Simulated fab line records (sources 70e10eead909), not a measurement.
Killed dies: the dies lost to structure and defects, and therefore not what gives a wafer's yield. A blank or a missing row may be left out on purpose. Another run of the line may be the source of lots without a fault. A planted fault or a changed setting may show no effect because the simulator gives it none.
Struck lot and sound lot, side by side :: flow nandHarc :: 13 out of 1159 route steps
Sound: wafers L289.3, L289.4, L289.5. Struck: wafers L286.1, L286.3, L286.6. The cause is named last.
Order at every step that has rows: each side's tool, ch and its chambers, its first start. Under that, the readings that differ: sound wafers :: struck wafers :: difference of the means :: sigmas: that difference in standard deviations of wafers without a fault.
alike: same words and numbers on both sides, and readings whose means sit less than 2 such deviations apart. not compared: any withheld reading, any reading some wafer has no value for, any bound like >300 that may hide the same value, and any number with overlapping values for which the record gives no deviation.
Wherever a step has rows on one side only, a row that says differs or no value, or a row with sigmas, the two part there. When numbers do not overlap yet have no deviation, they are printed without sigmas and do not part them. A reading missing from all wafers of one side parts the sides only when that side holds two or more wafers.

first, 2 steps without rows for these wafers: NHARC_A_STAIRCASE_PRECLEAN_448 (cleans in SC1); NHARC_A_STAIRCASE_SRD_449.
NHARC_A_STAIRCASE_CMP_450: polishes SiO2, target thk 200 nm.
  sound on cmp-03 ch 0,2, day 18 21:32; struck on cmp-03 ch 1,2, day 17 19:52
  alike: edgeZonePressureFrac, motorCurrentA
NHARC_A_STAIRCASE_CMP_152: polishes.
  sound on cmp-03 ch 0,2, day 18 21:37; struck on cmp-03 ch 1,2, day 17 19:56
  alike: edgeZonePressureFrac, motorCurrentA
then, 2 steps without rows for these wafers: NHARC_A_STAIRCASE_SRD_154; NHARC_A_STAIRCASE_ETCH_403 (etches SiO2 in dHF, target depth 108.2 nm).
NHARC_A_STAIRCASE_ETCHBACK_422: etches the open film in CH3F/O2, target depth 40 nm, time 74.286 s.
  sound on rieDiel-07 ch 0,1,3, day 18 22:05; struck on rieDiel-07 ch 0,3, day 17 20:24
  alike: ch3fFlowSccm, drypumpMotorCurrentA, oesProductAu, rfVppV, showerheadPlenumPTorr, throttleValvePct
  not compared: rfHoursCounterH
then, 1 step without rows for these wafers: NHARC_A_STAIRCASE_ETCH_423 (etches SiO2 in dHF, target depth 30 nm).
NHARC_A_STAIRCASE_ETCHBACK_157: etches the open film in CH3F/O2, target depth 90 nm, time 167.14 s.
  sound on rieDiel-07 ch 0,1, day 18 22:25; struck on rieDiel-13 ch 2,3, day 17 20:45
reading: oesProductAu (a.u.)
sound: 0.977 0.987 0.982
struck: 0.933 0.905 0.916
difference: -0.064
sigmas: -2
  alike: ch3fFlowSccm, drypumpMotorCurrentA, rfVppV, showerheadPlenumPTorr, throttleValvePct
  not compared: rfHoursCounterH
then, 1 step without rows for these wafers: NHARC_A_STAIRCASE_STRIP_475 (strips in O2, time 20 s).
NHARC_A_STAIRCASE_DEP_471: deposits SiO2, target thk 100 nm.
  sound on pecvd-04 ch 0,1,2, day 18 22:46; struck on pecvd-03 ch 1,2, day 17 21:08
  alike: heaterPowerW, susceptorTempC, throttleValvePct
NHARC_A_STAIRCASE_CMP_472: polishes SiO2.
  sound on cmp-03 ch 0,1, day 18 22:59; struck on cmp-02 ch 0,3, day 17 21:23
  no value came back on the struck wafers for edgeZonePressureFrac, motorCurrentA (A); on the sound wafers edgeZonePressureFrac reads 1.003 1.003 1.000
-- the record jumps here: 6 days lie between the struck wafers' starts before and after (it left off in module A_STAIRCASE and takes up again in module END, whose first step shown is number 1159 of the route) --
NHARC_END_SORT_01:
  only the struck wafers appear in the record here, on prober-01 ch 0 at day 23 18:54; the sound ones have no rows

## WHERE THEY PART
Last at NHARC_END_SORT_01 as far as this record goes, first at NHARC_A_STAIRCASE_ETCHBACK_157.

WHY: what the simulator had put in
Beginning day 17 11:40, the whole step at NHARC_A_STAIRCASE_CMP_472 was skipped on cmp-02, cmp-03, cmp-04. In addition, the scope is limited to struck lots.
